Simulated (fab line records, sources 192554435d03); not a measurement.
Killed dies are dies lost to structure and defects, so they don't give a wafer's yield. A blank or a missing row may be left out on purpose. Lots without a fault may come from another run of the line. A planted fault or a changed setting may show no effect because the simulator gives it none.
A struck lot beside a sound one | flow n5_finfet | 37 steps out of a route of 1938
Sound: wafers L279.1, L279.3, L279.6. Struck: wafers L295.2, L295.4, L295.6. The cause comes at the end.
At each step with rows: each side's tool, then ch and its chambers, then its first start. Under that, the readings that differ: sound wafers | struck wafers | difference of the means | sigmas: that difference in standard deviations of wafers without a fault.
alike: readings whose means differ by less than 2 such deviations, and words and numbers that are the same on both sides. not compared: withheld readings, readings that some wafer has no value for, bounds like >300 that may hide the same value, and numbers for which the record gives no deviation and whose values overlap.
The two part at a step that has a row with sigmas, a row that says differs or no value, or rows on one side only. Numbers that don't overlap but have no deviation are shown without sigmas and don't part them. A reading that every wafer of one side lacks parts them only if that side has two wafers or more.

first, 9 steps without rows for these wafers: N5_BEOL_M4_ANNEAL_95 (time 240 s); N5_BEOL_M4_SPUTTER_96 (material Cu, target thk 4.5 nm, time 8.29 s); N5_BEOL_M4_ECD_50 (material Cu, target thk 300 nm); N5_BEOL_M4_ANNEAL_51 (time 90 s); N5_BEOL_M4_CMP_52 (polishes, stops on SiOC, t overpolish 6.8 s, target thk 40 nm); N5_BEOL_M4_PRE_CLEAN_60 (time 15 s); N5_BEOL_M4_CO_CAP_55 (material Co, precursor CCTBA/H2, target thk 2 nm, time 102.1 s); N5_BEOL_M4_PRE_CLEAN_56 (time 15 s); N5_BEOL_M4_DEP_57 (deposits SiCN from 3MS/NH3, target thk 8 nm, time 14 s).
N5_BEOL_M4_RC_MEAS_101:
  sound on prober-01 ch 0, day 8 06:16; struck on prober-02 ch 0, day 12 12:09
  alike: DIBL_N, DIBL_P, IOFF_N, IOFF_P, ION_N, ION_P, SS_N, SS_P, VT_N, VT_P
then, 24 steps without rows for these wafers: N5_BEOL_M5_ILD_DEP_00 (deposits SiCOH lowk from DEMS/porogen, target thk 140.64 nm, time 25.9 s); N5_BEOL_M5_CURE_79 (cures SiCOH lowk, time 240 s); N5_BEOL_M5_PECVD_70 (deposits SiO2 from TEOS/O2, target thk 16 nm, time 18 s); N5_BEOL_M5_HM_DEP_02 (deposits TiN, target thk 20 nm); N5_BEOL_M5_COAT_59 (time 60 s, resist thk 60 nm); N5_BEOL_M5_COAT_60 (time 60 s, resist thk 12 nm); N5_BEOL_M5_COAT_71 (time 60 s, resist thk 5 nm); N5_BEOL_M5_COAT_05 (resist thk 30 nm); N5_BEOL_M5_EBR_07; N5_BEOL_M5_SOFTBAKE_06 (time 60 s); N5_BEOL_M5_EXPOSE_08 (exposes mask M5, target cd 28 nm); N5_BEOL_M5_PEB_09 (peb time 60 s); N5_BEOL_M5_DEVELOP_10 (develop time 30 s); N5_BEOL_M5_DESCUM_16 (chemistry O2, time 7 s); N5_BEOL_M5_ETCH_72 (etches underlayer in N2/H2, target depth 6.5 nm, time 5.2 s); N5_BEOL_M5_ETCH_61 (etches SiARC in CF4, target depth 15.6 nm, time 26 s); N5_BEOL_M5_ETCH_62 (etches SOC in N2/H2, target depth 75 nm, overetch 15 nm, time 112.5 s); N5_BEOL_M5_STRIP_63 (strips in N2/H2); N5_BEOL_M5_STRIP_73 (strips in N2/H2); N5_BEOL_M5_STRIP_64 (strips in CF4); N5_BEOL_M5_HM_OPEN_17 (chemistry Cl2/BCl3, target TiN, target depth 20 nm, overetch 6 nm); N5_BEOL_M5_STRIP_19 (strips in O2); N5_BEOL_M5_COAT_65 (time 60 s, resist thk 60 nm); N5_BEOL_M5_COAT_66 (time 60 s, resist thk 12 nm).
N5_BEOL_M8_ETCH_62: etches SOC in N2/H2, target depth 110 nm, overetch 22 nm, time 165 s.
  sound on rie_diel-01 ch 1,2, day 9 17:07; struck on rie_diel-01 ch 1,3, day 13 20:50
  reading                                    | sound             | struck            | difference | sigmas
  rf_fwd_power_W (W)                         | 838.5 839.2 842.8 | 633.7 635.3 638.2 | -204.4     | -85
  rf_vpp_V (V)                               | 524.8 524.5 524.8 | 575.2 572.2 572.8 | +48.7      | +19
  model.SiARC_of_BEOL_M8_COAT_60.thk_nm (nm) | 27.8 28.8 27.8    | 29.2 29.8 29.6    | +1.4       |
  alike: drypump_motor_current_A, oes_product_au, showerhead_plenum_p_Torr, throttle_valve_pct
  not compared: rf_hours_counter_h
N5_BEOL_M8_OCD_MEAS_38:
  sound on ocd-02, day 9 18:41; struck on ocd-02, day 13 22:37
  reading              | sound          | struck         | difference | sigmas
  trench_depth_nm (nm) | 95.3 90.4 95.8 | 87.9 74.9 79.9 | -12.9      | -6
-- the record jumps here: 3 days lie between the struck wafers' starts before and after (it left off in module BEOL_M8 and takes up again in module PASSIVATION, whose first step shown is number 1936 of the route) --
N5_PASSIVATION_PROBE_49:
  sound on prober-01, day 13 01:38; struck on prober-01, day 16 14:07
  reading                  | sound          | struck         | difference | sigmas
  defect_limited_yield (%) | 93.9 90.6 92.2 | 90.2 82.0 85.3 | -6.4       | -4
  killed_at_M4_up          | 21 21 15       | 37 129 105     | +71        | +13
  killed_dies              | 72 111 92      | 116 212 174    | +76        | +4
  sort_bin_5_function (%)  | 4.4 5.3 4.8    | 5.5 14.7 11.9  | +5.9       | +6
  sort_n_pass              | 1108 1069 1088 | 1064 968 1006  | -76        | -4
  sort_yield_pct (%)       | 93.9 90.6 92.2 | 90.2 82.0 85.3 | -6.4       | -4
  alike: killed_at_M0_to_M3, killed_at_contacts, killed_at_front_end, killed_at_other, killed_open, killed_short, sort_bin_6_memory

WHERE THEY PART
First at N5_BEOL_M8_ETCH_62; last, within this record, at N5_PASSIVATION_PROBE_49.

WHY: what the simulator had put in
Process parameter drift: rie_diel-01, from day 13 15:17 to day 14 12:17, at N5_BEOL_M8_ETCH_62. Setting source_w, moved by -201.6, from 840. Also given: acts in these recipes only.
